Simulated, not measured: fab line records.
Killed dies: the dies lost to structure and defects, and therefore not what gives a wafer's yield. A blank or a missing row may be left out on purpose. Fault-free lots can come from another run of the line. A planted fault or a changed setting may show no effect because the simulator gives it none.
fab line records	flow n5Finfet
record lots=10	wafers=26	lastDay=19
route steps=1938 shown BEOL_M1@801 BEOL_M4@1111 PASSIVATION@1936
lots untouched by any fault: they come from a run of this same line in which no faults occurred
startH: start of the lot's first displayed wafer, in hours after the record's first day	waitH: hours elapsed since this lot's preceding step	" the same as in the row above	L1.1+2: a single row standing in for several wafers	- either no value or no given start	* or withheld: withheld	< > ~ a bound
route shown NAME@n: a module of which the file shows steps, and the number in the route of the first	usual: mean/standard deviation taken from wafers without a fault	same: alike in all rows	chamber/n: place in a boat	sites: readings site by site	_std_site: the values' standard deviation	_edge_site: inner sites' mean taken away from outer sites' mean	radiusMm: how far each site lies from the wafer's centre	mask NAME#n: copy n	behind: tool/chamber where the wafer was last shaped	hold: why the lot went on hold/how many hours it stayed there/how the hold came to an end	device: which transistor (n, p or np) failed to switch	end of line: tests run on the same wafers once the route is complete	a step with no rows: only its recipe	killed: at the first sort, the dies lost to defects and structure; wafer yield is something else	map: dies across one wafer; x = killed, . = not, _ = none there
set.NAME: setting as actually run; set.NAME@STEP: the setting as run at that earlier step	model.NAME: the simulator's own value behind a step, which no gauge read
one table for each step of the route and one row for each wafer, over a sample of lots
services: when a tool's chamber went out of use (startH, in hours from the record's first day, below 0 if earlier), for how many hours, and the reason
## steps
# step N5_BEOL_M1_ETCH_41
# recipe chemistry=CH3F/O2	target=SiCN	targetDepthA=319	taperDeg=2	timeS=57.8	ionEnergyEv=120	maskMaterial=TiN	pressureMtorr=30	sourceW=395	biasW=75	Ar_flow_sccm=150	CH3F_flow_sccm=30	O2_flow_sccm=20
# usual O2_flow_sccm=20.00/0.06	drypumpMotorCurrentA=5.82/0.25	oesProductAu=0.77/0.09	rfVppV=297.6/1.4	showerheadPlenumPTorr=2.01/0.062	throttleValvePct=16.40/0.24
lot.wafer	tool	chamber	startH	waitH	O2_flow_sccm	drypumpMotorCurrentA	oesProductAu	rfHoursCounterH	rfVppV	showerheadPlenumPTorr	throttleValvePct
L114.1	rieDiel-06	3	-	-	20.02	5.89	0.68	241	298.2	1.97	16.85
L114.4	"	0	"	"	19.99	5.85	0.97	-	297.1	1.97	16.08
L114.6	"	2	"	"	20.00	5.99	0.75	-	299.2	2.00	16.29
L115.2	rieDiel-01	1	-	-	20.04	6.22	0.74	164	300.0	2.08	16.76
L115.3	"	2	"	"	20.01	5.60	0.95	20	295.8	1.96	16.14
L115.5	"	2	"	"	19.99	5.61	0.95	-	297.4	1.96	16.15
L118.1	rieDiel-02	0	-	-	19.89	5.85	0.72	170	296.6	1.90	16.37
L118.5	"	2	"	"	19.96	5.46	0.72	-	298.0	2.09	16.61
L118.6	"	1	"	"	19.94	6.33	0.75	-	300.9	2.09	16.33
L121.2	rieDiel-02	3	-	-	20.10	5.82	0.70	229	297.1	2.06	16.64
L121.4	"	2	"	"	20.01	5.46	0.72	188	300.0	2.09	16.62
L121.5	"	3	"	"	20.16	5.81	0.70	-	298.3	2.06	16.64
L122.1	rieDiel-02	2	-	-	20.02	5.44	0.72	192	300.5	2.09	16.63
L122.2	"	0	"	"	20.15	5.85	0.71	176	295.7	1.90	16.40
L122.4	"	2	"	"	19.99	5.42	0.71	-	298.3	2.09	16.62
L123.3	rieDiel-06	3	-	-	19.88	5.91	0.95	5	296.4	1.96	16.38
L123.5	"	1	"	"	19.95	5.73	0.70	-	299.1	2.06	16.53
L129.1	rieDiel-02	0	-	-	20.07	5.83	0.71	189	294.1	1.89	16.44
L129.6	"	3	"	"	20.02	5.79	0.69	-	298.2	2.05	16.66
L130.1	rieDiel-02	1	-	-	19.93	6.31	0.72	177	297.9	2.08	16.35
L130.6	"	1	"	"	19.93	6.32	0.72	-	300.4	2.08	16.36
L132.1	rieDiel-06	0	-	-	20.03	5.84	0.86	37	295.9	1.96	16.15
L132.2	"	3	"	"	20.02	5.88	0.90	18	297.2	1.96	16.41
L137.3	rieDiel-02	1	-	-	20.08	6.31	0.72	190	298.3	2.08	16.39
L137.4	"	0	"	"	20.14	5.81	0.69	-	296.3	1.89	16.44
L137.5	"	1	"	"	19.99	6.31	0.71	-	299.9	2.08	16.39
# step N5_BEOL_M1_PRE_CLEAN_45
# recipe gas=H2/He	timeS=30	tempC=250
# usual heaterPowerW=325/33	susceptorTempC=250.02/0.19
lot.wafer	tool	chamber	startH	waitH	heaterPowerW	susceptorTempC
L114.1	pvdSputter-03	-	120.20	0.0	273	249.86
L114.4	"	-	"	"	346	250.08
L114.6	"	-	"	"	260	249.84
L115.2	pvdSputter-03	-	135.64	0.0	334	249.67
L115.3	"	-	"	"	298	250.07
L115.5	"	-	"	"	295	249.96
L118.1	pvdSputter-03	-	159.38	0.0	262	249.63
L118.5	"	-	"	"	300	250.11
L118.6	"	-	"	"	361	250.17
L121.2	pvdSputter-02	-	171.48	0.0	348	249.94
L121.4	"	-	"	"	332	250.13
L121.5	"	-	"	"	327	249.87
L122.1	pvdSputter-01	-	184.13	0.0	291	250.21
L122.2	"	-	"	"	318	250.15
L122.4	"	-	"	"	352	250.29
L123.3	pvdSputter-02	-	184.31	0.0	335	250.26
L123.5	"	-	"	"	280	250.17
L129.1	pvdSputter-01	-	226.20	0.0	351	250.13
L129.6	"	-	"	"	315	249.76
L130.1	pvdSputter-03	-	229.73	0.0	272	250.29
L130.6	"	-	"	"	332	250.18
L132.1	pvdSputter-01	-	232.26	0.0	385	250.11
L132.2	"	-	"	"	291	250.18
L137.3	pvdSputter-02	-	267.21	0.0	356	249.74
L137.4	"	-	"	"	287	249.90
L137.5	"	-	"	"	342	250.32
# step N5_BEOL_M1_ALD_84
# recipe material=TaN	targetThkA=*	tempC=275	aldPrecursorFamily=PDMAT	aldCoReactant=NH3	pressureTorr=3	carrierFlowSccm=1500	pulseTimeS=2	purgeTimeS=3	coReactantPurgeTimeS=2	coReactantPulseTimeS=3	aldCycles=30	precursorVesselTempC=75	precursorVesselPressureTorr=26.25	precursorVesselCarrierSccm=1000
# usual heaterPowerOuterW=233/20	heaterPowerW=423/34	susceptorTempC=275.01/0.18
# same aldCycles=30
lot.wafer	tool	chamber	startH	waitH	heaterPowerOuterW	heaterPowerW	susceptorTempC
L114.1	aldMetal-01	3	120.28	0.1	252	470	275.14
L114.4	"	0	"	"	254	475	274.83
L114.6	"	0	"	"	254	481	275.06
L115.2	aldMetal-01	0	135.70	0.0	249	486	274.75
L115.3	"	2	"	"	212	406	275.07
L115.5	"	2	"	"	208	403	275.00
L118.1	aldMetal-02	1	159.44	0.0	194	356	275.08
L118.5	"	2	"	"	227	389	274.86
L118.6	"	3	"	"	242	468	274.80
L121.2	aldMetal-01	2	171.60	0.1	215	402	275.12
L121.4	"	0	"	"	253	480	275.28
L121.5	"	2	"	"	214	400	274.97
L122.1	aldMetal-01	1	184.19	0.0	232	424	274.91
L122.2	"	2	"	"	208	405	275.03
L122.4	"	0	"	"	252	472	275.05
L123.3	aldMetal-01	0	184.39	0.1	250	476	274.87
L123.5	"	1	"	"	233	419	275.01
L129.1	aldMetal-01	3	226.35	0.1	252	465	275.20
L129.6	"	0	"	"	255	478	275.07
L130.1	aldMetal-04	1	229.93	0.2	203	382	274.74
L130.6	"	0	"	"	258	457	275.04
L132.1	aldMetal-04	2	232.32	0.0	243	428	274.83
L132.2	"	1	"	"	207	378	274.92
L137.3	aldMetal-04	1	267.29	0.1	206	390	274.80
L137.4	"	2	"	"	243	436	274.96
L137.5	"	2	"	"	248	431	274.96
# step N5_BEOL_M1_CVD_47
# recipe material=Co	targetThkA=30	tempC=withheld	precursor=CCTBA/H2	pressureTorr=30	timeS=223.8
# usual runLengthS=247.2/0.45
lot.wafer	tool	chamber	startH	waitH	runLengthS
L114.1	cvdCo-01	1	120.78	0.1	246.3
L114.4	"	0	"	"	247.0
L114.6	"	2	"	"	248.0
L115.2	cvdCo-02	2	136.08	0.0	247.3
L115.3	"	0	"	"	247.0
L115.5	"	2	"	"	247.9
L118.1	cvdCo-02	0	159.80	0.1	246.8
L118.5	"	2	"	"	248.2
L118.6	"	0	"	"	247.3
L121.2	cvdCo-01	1	172.02	0.0	246.8
L121.4	"	1	"	"	246.3
L121.5	"	0	"	"	247.7
L122.1	cvdCo-01	2	184.47	0.0	247.0
L122.2	"	0	"	"	247.4
L122.4	"	0	"	"	247.3
L123.3	cvdCo-01	2	184.85	0.2	246.9
L123.5	"	0	"	"	247.0
L129.1	cvdCo-02	0	226.77	0.2	247.1
L129.6	"	1	"	"	451.6
L130.1	cvdCo-02	2	230.40	0.1	247.6
L130.6	"	0	"	"	451.8
L132.1	cvdCo-02	2	232.64	0.1	247.6
L132.2	"	1	"	"	451.4
L137.3	cvdCo-01	1	267.58	0.0	246.8
L137.4	"	2	"	"	247.0
L137.5	"	0	"	"	247.3
# step N5_BEOL_M4_RC_MEAS_101
# usual DIBL_N=35.3/1.8	DIBL_P=35.2/2.2	IOFF_N=0.144/0.029	IOFF_P=0.19/0.031	ION_N=670/12	ION_P=460/7.6	SS_N=71.2/0.62	SS_P=73.0/0.69	VT_N=251/3.4	VT_P=-251.4/2.6
lot.wafer	tool	chamber	startH	waitH	DIBL_N[mV/V]	DIBL_P[mV/V]	IOFF_N[nA/um]	IOFF_P[nA/um]	ION_N[uA/um]	ION_P[uA/um]	SS_N[mV/dec]	SS_P[mV/dec]	VT_N[mV]	VT_P[mV]
L114.1	prober-01	0	171.73	0.0	35.7	34.0	0.122	0.17	655	454	71.6	73.3	256	-253.7
L114.4	"	0	"	"	35.0	33.2	0.117	0.17	663	458	71.0	72.6	254	-252.2
L114.6	"	0	"	"	37.2	35.5	0.147	0.20	672	464	71.9	74.1	252	-250.0
L115.2	prober-02	0	192.42	0.2	33.2	33.2	0.121	0.16	657	446	70.9	72.7	254	-255.4
L115.3	"	0	"	"	33.8	34.6	0.138	0.19	688	471	70.9	72.6	250	-251.3
L115.5	"	0	"	"	34.2	34.7	0.134	0.19	659	456	70.6	73.1	251	-249.5
L118.1	prober-01	0	230.68	0.0	33.6	33.4	0.115	0.17	649	449	70.6	73.0	256	-253.6
L118.5	"	0	"	"	34.9	35.3	0.136	0.18	664	455	70.9	72.0	253	-253.6
L118.6	"	0	"	"	34.4	34.1	0.120	0.16	659	452	71.2	73.2	254	-251.5
L121.2	prober-02	0	237.39	0.2	35.3	35.4	0.144	0.20	670	469	71.5	73.3	250	-250.0
L121.4	"	0	"	"	33.4	32.8	0.116	0.16	660	461	70.9	72.2	254	-254.0
L121.5	"	0	"	"	33.2	33.2	0.124	0.18	668	460	70.3	72.4	249	-250.6
L122.1	prober-02	0	238.17	0.2	31.7	32.1	0.103	0.14	658	455	70.2	72.0	257	-255.7
L122.2	"	0	"	"	35.2	36.9	0.156	0.21	673	461	71.4	73.1	251	-253.1
L122.4	"	0	"	"	35.5	36.9	0.157	0.20	679	462	71.3	73.4	249	-249.9
L123.3	prober-02	0	240.90	0.3	37.6	38.0	0.183	0.24	682	463	71.2	73.8	248	-247.8
L123.5	"	0	"	"	37.7	38.2	0.181	0.24	683	464	71.9	74.0	245	-249.2
L129.1	prober-02	0	280.20	0.0	36.3	37.2	0.165	0.22	667	458	71.3	73.8	249	-248.6
L129.6	"	0	"	"	35.9	36.7	0.163	0.21	681	460	71.2	74.2	250	-248.7
L132.1	prober-01	0	306.10	0.0	36.0	34.9	0.143	0.19	659	456	71.5	72.6	254	-249.3
L132.2	"	0	"	"	35.0	34.2	0.130	0.18	673	465	70.1	72.3	251	-252.6
L130.1	prober-02	0	315.18	0.0	35.6	36.8	0.138	0.20	676	467	71.4	73.2	252	-252.4
L130.6	"	0	"	"	36.8	37.6	0.154	0.21	672	458	71.3	73.4	252	-252.4
L137.3	prober-01	0	341.91	0.3	35.6	34.8	0.137	0.18	667	456	71.4	73.4	254	-254.8
L137.4	"	0	"	"	40.4	40.9	0.234	0.28	680	461	73.2	74.8	244	-247.3
L137.5	"	0	"	"	37.9	37.7	0.171	0.23	670	460	72.4	74.4	247	-250.3
# step N5_PASSIVATION_PROBE_49
# usual defectLimitedYield=91.0/1.4	killed_at_M0_to_M3=36/10	killed_at_M4_up=15/5	killedAtContacts=12/6.1	killedAtFrontEnd=40/13	killedAtOther=3.8/2.9	killedDies=106/16	killedOpen=68/12	killedShort=35/8.2	sort_bin_5_function=5.2/0.9	sort_bin_6_memory=3.4/0.71	sortNPass=1073/17	sortYieldPct=91.0/1.5
# same grossDies=1180	killedAtBackSide=0	sort_bin_4_leakage[%]=0	sort_bin_8_speed[%]=0
lot.wafer	tool	chamber	startH	waitH	defectLimitedYield[%]	killed_at_M0_to_M3	killed_at_M4_up	killedAtContacts	killedAtFrontEnd	killedAtOther	killedDies	killedOpen	killedShort	sort_bin_5_function[%]	sort_bin_6_memory[%]	sortNPass	sortYieldPct[%]
L114.1	prober-01	-	282.25	0.0	91.1	26	18	24	34	3	105	68	34	5.7	3.0	1075	91.1
L114.4	prober-01	-	282.40	0.2	90.7	27	17	21	40	5	110	78	29	5.1	4.1	1070	90.7
L114.6	prober-01	-	282.50	0.3	91.1	28	16	17	38	6	105	59	44	5.3	3.3	1075	91.1
L118.1	prober-02	-	338.78	0.0	91.4	25	11	12	53	1	102	69	30	5.8	2.5	1078	91.4
L118.5	prober-02	-	338.98	0.2	93.2	31	9	7	33	0	80	53	26	3.4	3.1	1100	93.2
L118.6	prober-02	-	339.03	0.3	94.1	11	10	13	35	1	70	45	22	2.8	2.7	1110	94.1
L122.1	prober-01	-	355.54	0.0	92.2	27	8	19	37	1	92	58	32	4.6	3.0	1088	92.2
L122.2	prober-01	-	355.59	0.1	91.7	23	16	15	44	0	98	69	26	4.4	3.6	1082	91.7
L122.4	prober-01	-	355.69	0.2	89.7	42	13	22	44	0	121	81	35	6.1	3.8	1059	89.7
L123.3	prober-01	-	377.29	0.5	91.5	26	19	18	35	2	100	68	30	4.3	3.7	1080	91.5
L123.5	prober-01	-	377.39	0.6	91.4	31	14	14	43	0	102	70	23	4.1	3.4	1078	91.4
L129.1	prober-02	-	395.74	0.0	92.3	37	18	11	25	0	91	67	20	4.7	2.5	1089	92.3
L129.6	prober-02	-	395.99	0.3	89.8	44	23	19	25	9	120	91	29	6.4	3.5	1060	89.8
L132.1	prober-01	-	412.87	0.0	89.8	47	4	14	53	2	120	81	39	6.2	3.9	1060	89.8
L132.2	prober-01	-	412.92	0.1	92.0	27	11	11	38	7	94	53	33	4.6	2.7	1086	92.0
L130.1	prober-01	-	433.00	0.3	88.8	56	19	10	47	0	132	83	46	6.2	4.7	1048	88.8
L130.6	prober-01	-	433.25	0.5	91.8	28	20	11	36	2	97	60	33	5.6	2.4	1083	91.8
L137.3	prober-02	-	452.92	0.1	91.5	42	17	11	25	5	100	69	28	4.5	3.2	1080	91.5
L137.4	prober-02	-	452.97	0.2	89.8	27	12	9	70	2	120	73	46	5.7	4.0	1060	89.8
L137.5	prober-02	-	453.02	0.2	92.3	31	18	4	32	6	91	67	21	4.8	2.8	1089	92.3
# killed by level:class
L114.1 MOL_CONTACT_COAG:geometricParticle:open=18 STI_FIN_REVEAL:geometricParticle:open=8 BEOL_M0_SAQP:geometricParticle:short=8 BEOL_M4:geometricParticle:short=7 MOL_CONTACT_COAG:geometricParticle:short=6 BEOL_M3:geometricParticle:open=6 FIN_SAQP:geometricParticle:open=4 GATE_CUT:geometricParticle:open=4
L114.4 STI_FIN_REVEAL:geometricParticle:open=24 MOL_CONTACT_COAG:geometricParticle:open=14 BEOL_M2:geometricParticle:open=9 BEOL_M1:geometricParticle:open=8 MOL_CONTACT_COAG:geometricParticle:short=7 BEOL_M4:geometricParticle:open=7 BEOL_M5:geometricParticle:open=6 FIN_SAQP:geometricParticle:short=4
L114.6 MOL_CONTACT_COAG:geometricParticle:open=12 BEOL_M0_SAQP:geometricParticle:short=8 BEOL_M0_SAQP:geometricParticle:open=7 FIN_SAQP:geometricParticle:short=6 ILD0:geometricParticle:short=5 GATE_CUT:geometricParticle:short=5 MOL_CONTACT_COAG:geometricParticle:short=5 BEOL_M1:geometricParticle:open=5
L118.1 STI_FIN_REVEAL:geometricParticle:open=11 FIN_SAQP:geometricParticle:open=10 DUMMY_GATE:geometricParticle:open=9 MOL_CONTACT_COAG:geometricParticle:open=9 FIN_SAQP:geometricParticle:short=8 BEOL_M2:geometricParticle:open=6 BEOL_M0_SAQP:geometricParticle:short=5 BEOL_M1:geometricParticle:open=5
L118.5 FIN_SAQP:geometricParticle:short=15 BEOL_M2:geometricParticle:open=11 FIN_SAQP:geometricParticle:open=10 BEOL_M3:geometricParticle:open=8 MOL_CONTACT_COAG:geometricParticle:open=6 BEOL_M0_SAQP:geometricParticle:short=5 STARTING-WAFER:geometricParticle:open=3 BEOL_M0_SAQP:geometricParticle:open=3
L118.6 FIN_SAQP:geometricParticle:open=15 FIN_SAQP:geometricParticle:short=9 MOL_CONTACT_COAG:geometricParticle:open=8 MOL_CONTACT_COAG:geometricParticle:short=4 BEOL_M5:geometricParticle:open=4 STARTING-WAFER:geometricParticle:open=3 STI_FIN_REVEAL:geometricParticle:open=2 DUMMY_GATE:geometricParticle:open=2
L122.1 MOL_CONTACT_COAG:geometricParticle:open=14 BEOL_M1:geometricParticle:open=7 BEOL_M2:geometricParticle:open=7 FIN_SAQP:geometricParticle:open=5 ILD0:geometricParticle:short=5 STI_FIN_REVEAL:geometricParticle:open=5 DUMMY_GATE:geometricParticle:open=5 MOL_CONTACT_COAG:geometricParticle:short=5
L122.2 FIN_SAQP:geometricParticle:short=11 MOL_CONTACT_COAG:geometricParticle:open=11 STI_FIN_REVEAL:geometricParticle:open=9 BEOL_M1:geometricParticle:open=7 BEOL_M0_SAQP:geometricParticle:open=5 BEOL_M2:geometricParticle:open=5 DUMMY_GATE:geometricParticle:open=4 MOL_CONTACT_COAG:geometricParticle:short=4
L122.4 MOL_CONTACT_COAG:geometricParticle:open=16 STI_FIN_REVEAL:geometricParticle:open=11 BEOL_M0_SAQP:geometricParticle:short=10 BEOL_M2:geometricParticle:open=10 FIN_SAQP:geometricParticle:open=8 BEOL_M1:geometricParticle:open=8 MOL_CONTACT_COAG:geometricParticle:short=6 FIN_SAQP:geometricParticle:short=5
L123.3 FIN_SAQP:geometricParticle:open=13 MOL_CONTACT_COAG:geometricParticle:open=13 BEOL_M4:geometricParticle:open=7 BEOL_M1:geometricParticle:open=7 BEOL_M0_SAQP:geometricParticle:short=5 MOL_CONTACT_COAG:geometricParticle:short=5 BEOL_M0_SAQP:geometricParticle:open=4 BEOL_M2:geometricParticle:open=4
L123.5 MOL_CONTACT_COAG:geometricParticle:open=11 BEOL_M4:geometricParticle:open=10 BEOL_M2:geometricParticle:open=10 HKMG_FIN:areaEtch=8 FIN_SAQP:geometricParticle:open=7 BEOL_M3:geometricParticle:open=6 STI_FIN_REVEAL:geometricParticle:open=5 SPACER0:geometricParticle:short=4
L129.1 BEOL_M3:geometricParticle:open=12 MOL_CONTACT_COAG:geometricParticle:open=8 BEOL_M1:geometricParticle:open=8 BEOL_M4:geometricParticle:open=7 DUMMY_GATE:geometricParticle:open=5 BEOL_M0_SAQP:geometricParticle:short=5 BEOL_M2:geometricParticle:open=5 FIN_SAQP:geometricParticle:short=4
L129.6 MOL_CONTACT_COAG:geometricParticle:open=18 BEOL_M4:geometricParticle:open=16 BEOL_M2:geometricParticle:open=14 BEOL_M3:geometricParticle:open=9 BEOL_M1:geometricParticle:open=7 GATE_CUT:geometricParticle:short=5 BEOL_M0_SAQP:geometricParticle:open=5 ILD0:geometricParticle:short=4
L132.1 FIN_SAQP:geometricParticle:open=17 MOL_CONTACT_COAG:geometricParticle:open=13 BEOL_M0_SAQP:geometricParticle:short=13 BEOL_M3:geometricParticle:open=10 BEOL_M0_SAQP:geometricParticle:open=9 FIN_SAQP:geometricParticle:short=8 STI_FIN_REVEAL:geometricParticle:open=5 BEOL_M1:geometricParticle:open=5
L132.2 FIN_SAQP:geometricParticle:open=8 MOL_CONTACT_COAG:geometricParticle:open=8 BEOL_M0_SAQP:geometricParticle:short=7 BEOL_M2:geometricParticle:open=7 FIN_SAQP:geometricParticle:short=5 DUMMY_GATE:geometricParticle:open=5 BEOL_M0_SAQP:geometricParticle:open=5 STARTING-WAFER:geometricParticle:open=4
L130.1 BEOL_M3:geometricParticle:open=17 FIN_SAQP:geometricParticle:short=11 BEOL_M0_SAQP:geometricParticle:short=11 FIN_SAQP:geometricParticle:open=10 MOL_CONTACT_COAG:geometricParticle:open=10 DUMMY_GATE:geometricParticle:open=8 BEOL_M2:geometricParticle:open=8 GATE_CUT:geometricParticle:short=7
L130.6 BEOL_M4:geometricParticle:open=11 GATE_CUT:geometricParticle:short=10 MOL_CONTACT_COAG:geometricParticle:open=9 BEOL_M1:geometricParticle:open=7 FIN_SAQP:geometricParticle:short=6 BEOL_M0_SAQP:geometricParticle:open=6 BEOL_M3:geometricParticle:open=6 FIN_SAQP:geometricParticle:open=5
L137.3 BEOL_M0_SAQP:geometricParticle:open=11 STI_FIN_REVEAL:geometricParticle:open=10 BEOL_M2:geometricParticle:open=10 MOL_CONTACT_COAG:geometricParticle:open=9 BEOL_M0_SAQP:geometricParticle:short=9 BEOL_M4:geometricParticle:open=8 FIN_SAQP:geometricParticle:short=4 GATE_CUT:geometricParticle:short=4
L137.4 STI_FIN_REVEAL:geometricParticle:open=16 FIN_SAQP:geometricParticle:short=13 FIN_SAQP:geometricParticle:open=12 GATE_CUT:geometricParticle:short=11 MOL_CONTACT_COAG:geometricParticle:open=8 BEOL_M4:geometricParticle:open=7 BEOL_M0_SAQP:geometricParticle:short=6 BEOL_M0_SAQP:geometricParticle:open=6
L137.5 STI_FIN_REVEAL:geometricParticle:open=13 BEOL_M3:geometricParticle:open=9 BEOL_M4:geometricParticle:open=9 BEOL_M0_SAQP:geometricParticle:open=8 BEOL_M0_SAQP:geometricParticle:short=6 FIN_SAQP:geometricParticle:open=4 GATE_CUT:geometricParticle:short=4 MOL_CONTACT_COAG:geometricParticle:open=4
## services
tool	chamber	startH	hours	kind
aldMetal-04	3	95.35	6.5	repair
rieDiel-01	1	108.62	3.8	repair
rieDiel-06	1	109.79	12.2	repair
pvdSputter-01	-	118.60	4.4	repair
cvdCo-02	-	120.83	1.2	repair
aldMetal-02	2	122.63	26.2	repair
aldMetal-01	-	124.01	0.6	repair
aldMetal-01	-	125.38	2.8	pm
aldMetal-02	1	129.06	1.4	repair
cvdCo-02	1	129.48	16.5	repair
aldMetal-04	1	129.89	3.1	repair
rieDiel-02	-	137.37	2.8	pm
rieDiel-02	3	140.90	6.3	repair
pvdSputter-03	-	148.55	9.3	repair
rieDiel-02	-	174.85	0.5	repair
rieDiel-01	2	175.04	8.4	repair
rieDiel-02	1	176.31	7.1	repair
rieDiel-02	0	177.64	1.8	repair
cvdCo-02	0	182.36	12.1	repair
cvdCo-02	1	191.54	13.6	repair
rieDiel-01	2	193.75	29.0	repair
cvdCo-01	-	221.68	4.6	repair
rieDiel-06	-	256.20	0.5	repair
cvdCo-02	0	264.52	17.4	repair
## key
firstSign step=N5_BEOL_M1_CVD_47	reading=runLengthS	direction=up	sigmas=99+	usual=*	struck=*
effect none on later readings
metAt N5_BEOL_M1_CVD_47
struckLots L129,L130,L132
struckWafers L129.6,L130.6,L132.2
notActingAt N5_BEOL_M1_ETCH_41,N5_BEOL_M1_PRE_CLEAN_45,N5_BEOL_M1_ALD_84
onsetBetween 159.80 226.77
fault kind=processParameterDrift	tool=cvdCo-02	chamber=-	onsetH=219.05	steps=N5_BEOL_M1_CVD_47	channel=timeS	offset=*	shape=step	endH=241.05	scope=struckWafersOnly	actsIn=*	stated=*
